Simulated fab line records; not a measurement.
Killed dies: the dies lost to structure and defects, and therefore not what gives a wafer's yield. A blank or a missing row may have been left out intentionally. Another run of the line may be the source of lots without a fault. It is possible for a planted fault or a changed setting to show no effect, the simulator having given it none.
Chamber matching / flow n5-finfet / 4 sister chambers for N5_BEOL_M9_ETCH_65 on rie-diel-06
The step etches SiARC in CF4, target depth 15.6 nm, time 26 s. 4 wafers are shown with their chamber, then 9 later ones without.

== WAFERS, EACH WITH ITS CHAMBER ==
wafer=L086.1; chamber=0; drypump-motor-current-A (A)=5.5
wafer=L086.5; chamber=3; drypump-motor-current-A (A)=5.8
wafer=L089.1; chamber=1; drypump-motor-current-A (A)=6.2
wafer=L089.5; chamber=2; drypump-motor-current-A (A)=5.8

== WAFERS WITH NO CHAMBER GIVEN ==
wafer=L091.1; drypump-motor-current-A (A)=5.9
wafer=L091.2; drypump-motor-current-A (A)=5.8
wafer=L091.4; drypump-motor-current-A (A)=5.5
wafer=L095.1; drypump-motor-current-A (A)=5.8
wafer=L095.2; drypump-motor-current-A (A)=6.2
wafer=L095.3; drypump-motor-current-A (A)=5.5
wafer=L097.2; drypump-motor-current-A (A)=5.8
wafer=L097.4; drypump-motor-current-A (A)=5.9
wafer=L097.6; drypump-motor-current-A (A)=6.2

== WHICH CHAMBER EACH WENT THROUGH ==
wafer=L091.1; from the rows above=can't be placed: 2 or 3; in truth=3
wafer=L091.2; from the rows above=can't be placed: 2 or 3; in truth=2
wafer=L091.4; from the rows above=0; in truth=0
wafer=L095.1; from the rows above=can't be placed: 2 or 3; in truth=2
wafer=L095.2; from the rows above=1; in truth=1
wafer=L095.3; from the rows above=0; in truth=0
wafer=L097.2; from the rows above=can't be placed: 2 or 3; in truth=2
wafer=L097.4; from the rows above=can't be placed: 2 or 3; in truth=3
wafer=L097.6; from the rows above=1; in truth=1
Placed correctly: 4 of 9. Unplaceable from these rows: 5, with the true chamber sitting among the candidates in 5. 0 placed wrongly.
How it was worked out, from the rows above alone: a wafer's distance from a chamber is the root of the sum, over the readings, of the square of ((its reading less the chamber's mean) divided by the reading's scatter). The wafer belongs to the nearest chamber; if the next one is less than 2 further off, it can't be placed. A chamber's mean is the mean of its shown wafers. The scatter: root of mean squared gap, hidden wafer to nearest shown wafer, with one shown wafer a chamber.
